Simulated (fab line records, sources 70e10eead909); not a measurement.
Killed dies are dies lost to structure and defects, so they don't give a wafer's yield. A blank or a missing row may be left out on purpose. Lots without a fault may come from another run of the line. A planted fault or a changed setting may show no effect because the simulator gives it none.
Which tool did it? | flow nand_harc | 24 lots, 72 wafers sampled, at 6 steps of a route of 1302

WHAT THE GAUGES READ, wafer by wafer
NHARC_P_GATE_CD_MEAS_59: target cd 720 nm.
lot  | measured     | on        | cd_nm (nm)
L074 | day 5 22:44  | cd_sem-01 | 720.1 719.0 719.5
L075 | day 6 06:39  | cd_sem-01 | 717.2 717.6 719.4
L076 | day 6 13:58  | cd_sem-02 | 719.5 719.4 718.2
L077 | day 6 20:24  | cd_sem-03 | 718.1 716.2 718.6
L078 | day 7 08:55  | cd_sem-03 | 718.8 718.3 720.4
L079 | day 7 16:30  | cd_sem-02 | 719.9 718.9 718.6
L080 | day 8 00:13  | cd_sem-03 | 720.7 721.6 721.1
L081 | day 8 11:35  | cd_sem-02 | 718.7 718.7 719.6
L082 | day 9 00:13  | cd_sem-02 | 721.8 719.9 720.6
L083 | day 9 07:34  | cd_sem-01 | 720.3 719.4 720.4
L084 | day 9 21:37  | cd_sem-02 | 722.6 720.7 720.2
L085 | day 10 01:38 | cd_sem-03 | 721.5 721.6 720.7
L086 | day 10 14:55 | cd_sem-02 | 721.1 722.1 721.4
L087 | day 10 22:25 | cd_sem-02 | 721.1 720.7 719.0
L088 | day 11 17:12 | cd_sem-02 | 720.7 718.1 720.9
L089 | day 11 18:04 | cd_sem-02 | 719.6 719.9 719.6
L090 | day 12 08:28 | cd_sem-02 | 718.8 718.6 719.2
L091 | day 12 09:22 | cd_sem-01 | 721.3 722.5 721.0
L092 | day 13 16:55 | cd_sem-01 | 719.6 717.7 720.1
L093 | day 13 17:35 | cd_sem-03 | 719.0 720.9 719.2
L094 | day 14 00:40 | cd_sem-01 | 719.7 720.7 718.9
L095 | day 14 13:16 | cd_sem-03 | 719.0 721.1 720.1
L096 | day 14 21:00 | cd_sem-03 | 720.1 720.4 719.9
L097 | day 15 05:44 | cd_sem-01 | 719.1 719.0 718.9

NHARC_P_M0_INSPECT_11.
lot  | measured     | on                | raw_defect_count
L074 | day 6 09:29  | defect_inspect-02 | 12 6 10
L075 | day 7 01:16  | defect_inspect-02 | 8 5 7
L076 | day 7 00:38  | defect_inspect-01 | 5 2 2
L077 | day 7 07:11  | defect_inspect-02 | 3 4 6
L078 | day 7 19:46  | defect_inspect-02 | 4 5 3
L079 | day 8 03:16  | defect_inspect-02 | 2 6 1
L080 | day 8 10:59  | defect_inspect-02 | 3 3 6
L081 | day 8 22:17  | defect_inspect-02 | 3 1 2
L082 | day 9 10:58  | defect_inspect-02 | 4 3 6
L083 | day 9 18:03  | defect_inspect-02 | 10 5 15
L084 | day 10 08:12 | defect_inspect-01 | 7 5 5
L085 | day 10 12:12 | defect_inspect-02 | 4 4 8
L086 | day 11 01:30 | defect_inspect-01 | 2 5 4
L087 | day 11 10:06 | defect_inspect-01 | 3 5 3
L088 | day 12 04:18 | defect_inspect-02 | 0 2 2
L089 | day 12 04:46 | defect_inspect-02 | 4 5 3
L090 | day 12 19:11 | defect_inspect-02 | 4 1 4
L091 | day 12 20:09 | defect_inspect-02 | 7 5 5
L092 | day 14 04:55 | defect_inspect-01 | 6 6 9
L093 | day 14 05:19 | defect_inspect-01 | 7 3 5
L094 | day 14 11:22 | defect_inspect-01 | 6 1 8
L095 | day 14 23:43 | defect_inspect-02 | 3 1 3
L096 | day 15 09:20 | defect_inspect-01 | 2 7 6
L097 | day 15 17:25 | defect_inspect-02 | 2 0 1

NHARC_P_M1_CD_MEAS_09: target cd 130 nm.
lot  | measured     | on        | cd_nm (nm)
L074 | day 6 13:25  | cd_sem-03 | 130.9 130.8 130.6
L075 | day 7 05:35  | cd_sem-01 | 129.9 130.2 130.4
L076 | day 7 04:50  | cd_sem-03 | 129.9 130.2 130.2
L077 | day 7 11:03  | cd_sem-01 | 130.6 130.5 130.3
L078 | day 7 23:49  | cd_sem-03 | 129.6 130.1 129.6
L079 | day 8 07:08  | cd_sem-01 | 129.5 130.8 129.7
L080 | day 8 14:47  | cd_sem-01 | 129.6 130.4 130.1
L081 | day 9 02:23  | cd_sem-01 | 129.4 130.4 130.0
L082 | day 9 14:55  | cd_sem-03 | 129.6 130.4 130.8
L083 | day 9 21:59  | cd_sem-03 | 130.6 129.9 130.0
L084 | day 10 12:16 | cd_sem-02 | 130.1 130.0 130.5
L085 | day 10 16:11 | cd_sem-03 | 130.0 130.4 129.6
L086 | day 11 05:45 | cd_sem-02 | 130.1 130.2 130.3
L087 | day 11 14:07 | cd_sem-03 | 130.2 130.6 130.1
L088 | day 12 08:14 | cd_sem-01 | 129.3 130.1 130.3
L089 | day 12 08:44 | cd_sem-01 | 130.7 130.0 129.6
L090 | day 12 22:59 | cd_sem-03 | 130.0 130.0 129.8
L091 | day 12 23:58 | cd_sem-02 | 130.1 130.3 130.4
L092 | day 14 08:51 | cd_sem-02 | 130.2 130.8 129.9
L093 | day 14 09:15 | cd_sem-01 | 130.4 130.7 130.4
L094 | day 14 15:10 | cd_sem-01 | 129.4 130.5 130.0
L095 | day 15 03:38 | cd_sem-03 | 130.0 131.4 130.5
L096 | day 15 13:13 | cd_sem-03 | 130.2 130.2 129.8
L097 | day 15 21:13 | cd_sem-01 | 129.5 129.8 130.0

WHICH TOOL RAN EACH LOT (tool, then ch and the chambers of the sampled wafers, then the start)
lot  | NHARC_P_GATE_STRIP_95                | NHARC_P_CONTACT_PVD_32                  | NHARC_P_M0_ETCH_34
L074 | plasma_asher-01 ch 0,1, day 6 01:46  | pvd_sputter-01, day 6 09:29 or earlier  | rie_diel-04 ch 0,1,2, day 6 09:38
L075 | plasma_asher-01 ch 0,1, day 6 17:25  | pvd_sputter-02, day 7 01:16 or earlier  | rie_diel-06 ch 1,2, day 7 01:38
L076 | plasma_asher-02 ch 0,1, day 6 16:55  | pvd_sputter-01, day 7 00:38 or earlier  | rie_diel-06 ch 1,2,3, day 7 00:55
L077 | plasma_asher-02 ch 0,1, day 6 23:21  | pvd_sputter-01, day 7 07:11 or earlier  | rie_diel-04 ch 0,1,3, day 7 07:22
L078 | plasma_asher-01 ch 0,1, day 7 12:09  | pvd_sputter-01, day 7 19:46 or earlier  | rie_diel-04 ch 0,2,3, day 7 19:56
L079 | plasma_asher-02 ch 0,1, day 7 19:20  | pvd_sputter-03, day 8 03:16 or earlier  | rie_diel-06 ch 0,2,3, day 8 03:24
L080 | plasma_asher-02 ch 1, day 8 03:03    | pvd_sputter-03, day 8 10:59 or earlier  | rie_diel-06 ch 0,2,3, day 8 11:08
L081 | plasma_asher-02 ch 0,1, day 8 14:25  | pvd_sputter-03, day 8 22:17 or earlier  | rie_diel-04 ch 0,3, day 8 22:29
L082 | plasma_asher-02 ch 0,1, day 9 03:11  | pvd_sputter-01, day 9 10:58 or earlier  | rie_diel-04 ch 0,2, day 9 11:10
L083 | plasma_asher-02 ch 0,1, day 9 10:24  | pvd_sputter-03, day 9 18:03 or earlier  | rie_diel-04 ch 2,3, day 9 18:11
L084 | plasma_asher-01 ch 0, day 10 00:28   | pvd_sputter-02, day 10 08:12 or earlier | rie_diel-04 ch 1,2, day 10 08:21
L085 | plasma_asher-01 ch 0,1, day 10 04:28 | pvd_sputter-01, day 10 12:12 or earlier | rie_diel-06 ch 1,2,3, day 10 12:20
L086 | plasma_asher-01 ch 0,1, day 10 17:47 | pvd_sputter-02, day 11 01:30 or earlier | rie_diel-04 ch 0,2,3, day 11 01:39
L087 | plasma_asher-01 ch 0,1, day 11 01:24 | pvd_sputter-02, day 11 10:06 or earlier | rie_diel-13 ch 0,2,3, day 11 10:16
L088 | plasma_asher-01 ch 0,1, day 11 20:11 | pvd_sputter-03, day 12 04:18 or earlier | rie_diel-04 ch 0,2,3, day 12 04:27
L089 | plasma_asher-01 ch 0,1, day 11 21:04 | pvd_sputter-01, day 12 04:46 or earlier | rie_diel-04 ch 0,1,3, day 12 04:55
L090 | plasma_asher-02 ch 0,1, day 12 11:18 | pvd_sputter-02, day 12 19:11 or earlier | rie_diel-04 ch 0,3, day 12 19:20
L091 | plasma_asher-01 ch 0,1, day 12 12:20 | pvd_sputter-03, day 12 20:09 or earlier | rie_diel-04 ch 1,2,3, day 12 20:17
L092 | plasma_asher-02 ch 0,1, day 13 21:10 | pvd_sputter-02, day 14 04:55 or earlier | rie_diel-06 ch 0,2,3, day 14 05:05
L093 | plasma_asher-01 ch 0,1, day 13 21:35 | pvd_sputter-03, day 14 05:19 or earlier | rie_diel-04 ch 1,2,3, day 14 05:28
L094 | plasma_asher-02 ch 0,1, day 14 03:38 | pvd_sputter-02, day 14 11:22 or earlier | rie_diel-04 ch 0,2,3, day 14 11:31
L095 | plasma_asher-01 ch 0,1, day 14 16:06 | pvd_sputter-02, day 14 23:43 or earlier | rie_diel-04 ch 0,3, day 14 23:51
L096 | plasma_asher-01 ch 0,1, day 15 01:34 | pvd_sputter-01, day 15 09:20 or earlier | rie_diel-04 ch 0,3, day 15 09:29
L097 | plasma_asher-02 ch 0,1, day 15 08:41 | pvd_sputter-01, day 15 17:25 or earlier | rie_diel-06 ch 0,1,2, day 15 17:35
- NHARC_P_GATE_STRIP_95: strips in O2.
- NHARC_P_CONTACT_PVD_32: deposits Ti, target thk 5 nm, time 17.7 s.
- NHARC_P_M0_ETCH_34: etches the open film in N2/H2, target depth 40 nm, overetch 12 nm, time 43.94 s.

WHAT THE TOOLS THEMSELVES READ (means of the sampled wafers that have a number; where no wafer has one, the mark that the record gives instead)
NHARC_P_GATE_STRIP_95.
lot  | tool            | drypump_motor_current_A (A) | heater_power_w (W)
L074 | plasma_asher-01 | 5.6                         | 313
L075 | plasma_asher-01 | 5.7                         | 309
L076 | plasma_asher-02 | 6.0                         | 376
L077 | plasma_asher-02 | 6.0                         | 377
L078 | plasma_asher-01 | 5.6                         | 308
L079 | plasma_asher-02 | 6.0                         | 375
L080 | plasma_asher-02 | 5.9                         | 359
L081 | plasma_asher-02 | 6.2                         | 390
L082 | plasma_asher-02 | 6.0                         | 378
L083 | plasma_asher-02 | 6.0                         | 379
L084 | plasma_asher-01 | 5.4                         | 291
L085 | plasma_asher-01 | 5.7                         | 316
L086 | plasma_asher-01 | 5.6                         | 319
L087 | plasma_asher-01 | 5.5                         | 300
L088 | plasma_asher-01 | 5.7                         | 319
L089 | plasma_asher-01 | 5.5                         | 304
L090 | plasma_asher-02 | 6.0                         | 368
L091 | plasma_asher-01 | 5.6                         | 320
L092 | plasma_asher-02 | 6.0                         | 376
L093 | plasma_asher-01 | 5.7                         | 318
L094 | plasma_asher-02 | 6.0                         | 371
L095 | plasma_asher-01 | 5.7                         | 317
L096 | plasma_asher-01 | 5.5                         | 308
L097 | plasma_asher-02 | 6.2                         | 396

NHARC_P_CONTACT_PVD_32.
lot  | tool           | chamber_pressure_pa (Pa) | throttle_valve_pct (%)
L074 | pvd_sputter-01 | 4.986                    | 29.8
L075 | pvd_sputter-02 | 4.991                    | 30.0
L076 | pvd_sputter-01 | 4.999                    | 29.7
L077 | pvd_sputter-01 | 5.009                    | 29.9
L078 | pvd_sputter-01 | 5.004                    | 29.7
L079 | pvd_sputter-03 | 4.998                    | 30.0
L080 | pvd_sputter-03 | 5.000                    | 29.9
L081 | pvd_sputter-03 | 4.980                    | 29.8
L082 | pvd_sputter-01 | 5.002                    | 29.2
L083 | pvd_sputter-03 | 5.002                    | 30.0
L084 | pvd_sputter-02 | 5.004                    | 30.0
L085 | pvd_sputter-01 | 5.003                    | 29.0
L086 | pvd_sputter-02 | 4.994                    | 30.0
L087 | pvd_sputter-02 | 5.003                    | 30.3
L088 | pvd_sputter-03 | 4.996                    | 29.8
L089 | pvd_sputter-01 | 4.992                    | 29.2
L090 | pvd_sputter-02 | 5.003                    | 30.5
L091 | pvd_sputter-03 | 4.997                    | 29.9
L092 | pvd_sputter-02 | 4.995                    | 29.6
L093 | pvd_sputter-03 | 4.991                    | 29.9
L094 | pvd_sputter-02 | 5.002                    | 30.4
L095 | pvd_sputter-02 | 4.992                    | 29.9
L096 | pvd_sputter-01 | 5.005                    | 29.3
L097 | pvd_sputter-01 | 5.002                    | 29.9

NHARC_P_M0_ETCH_34.
lot  | tool        | bias_w (W) | drypump_motor_current_A (A) | mfc_ar_sccm (sccm) | oes_product_au (a.u.) | rf_vpp_V (V) | showerhead_plenum_p_Torr (Torr) | throttle_valve_pct (%)
L074 | rie_diel-04 | 149.6      | 5.9                         | 0.004              | 0.989                 | 429.2        | 2.00                            | 14.170
L075 | rie_diel-06 | 149.9      | 5.7                         | 0.015              | 1.006                 | 428.1        | 1.95                            | 14.175
L076 | rie_diel-06 | 149.8      | 5.6                         | 0.010              | 1.008                 | 428.1        | 1.96                            | 14.169
L077 | rie_diel-04 | 150.4      | 5.8                         | 0.004              | 0.998                 | 430.3        | 2.06                            | 14.176
L078 | rie_diel-04 | 150.0      | 6.0                         | 0.004              | 0.999                 | 430.5        | 2.01                            | 14.171
L079 | rie_diel-06 | 149.6      | 5.7                         | 0.014              | 1.014                 | 430.5        | 2.03                            | 14.185
L080 | rie_diel-06 | 149.9      | 5.7                         | 0.014              | 1.009                 | 429.7        | 2.03                            | 14.179
L081 | rie_diel-04 | 150.0      | 5.8                         | 0.004              | 1.004                 | 431.9        | 2.07                            | 14.177
L082 | rie_diel-04 | 150.1      | 5.9                         | 0.008              | 0.994                 | 427.9        | 1.96                            | 14.167
L083 | rie_diel-04 | 150.1      | 5.9                         | 0.000              | 1.003                 | 430.1        | 2.05                            | 14.174
L084 | rie_diel-04 | 150.2      | 5.9                         | 0.000              | 1.001                 | 430.5        | 2.03                            | 14.164
L085 | rie_diel-06 | 149.6      | 5.5                         | 0.010              | 1.005                 | 428.1        | 1.96                            | 14.173
L086 | rie_diel-04 | 149.7      | 5.9                         | 0.004              | 1.005                 | 429.2        | 2.01                            | 14.174
L087 | rie_diel-13 | 150.1      | 6.0                         | 0.008              | 0.990                 | 430.6        | 2.04                            | 14.170
L088 | rie_diel-04 | 150.2      | 5.9                         | 0.004              | 1.001                 | 429.4        | 2.01                            | 14.166
L089 | rie_diel-04 | 150.0      | 5.8                         | 0.004              | 1.004                 | 430.4        | 2.06                            | 14.171
L090 | rie_diel-04 | 149.6      | 5.8                         | 0.008              | 1.011                 | 430.2        | 2.02                            | 14.164
L091 | rie_diel-04 | 150.0      | 5.9                         | 0.000              | 1.002                 | 430.0        | 2.04                            | 14.176
L092 | rie_diel-06 | 150.0      | 5.7                         | 0.014              | 1.009                 | 429.5        | 2.02                            | 14.175
L093 | rie_diel-04 | 150.1      | 5.9                         | 0.000              | 1.002                 | 430.7        | 2.04                            | 14.168
L094 | rie_diel-04 | 149.6      | 5.9                         | 0.004              | 1.000                 | 428.9        | 2.00                            | 14.174
L095 | rie_diel-04 | 150.1      | 5.8                         | 0.004              | 0.996                 | 430.7        | 2.07                            | 14.170
L096 | rie_diel-04 | 149.8      | 5.8                         | 0.004              | 0.999                 | 431.4        | 2.07                            | 14.175
L097 | rie_diel-06 | 150.1      | 5.9                         | 0.019              | 1.002                 | 429.3        | 1.99                            | 14.178

THE ANSWER, worked out from the rows above alone
Rule: what is usual is taken from the lots themselves. Put in order of their means at a reading, lots are off if they are a third of the lots or fewer, leave a main group of 4 or more, and stand apart from it by a gap of 3 or more times the standard deviation of the main group's means; of several such gaps the widest counts. A main group whose means are all the same, to the digits that the tables above print for the reading, isn't used. A lot without any number at a reading at which 4 lots or more have one is off too. The other lots that the step has rows for count as sound. The gauges are gone through in route order, then the tools' own readings, and for those a lot's mean is taken as printed above. The first step at which some lot is off is used, and at that step the reading that is off furthest; a lot without a number counts as furthest.
No lot is off at any reading shown: from this, nothing can be told.

WHAT THE SIMULATOR HAD PUT IN
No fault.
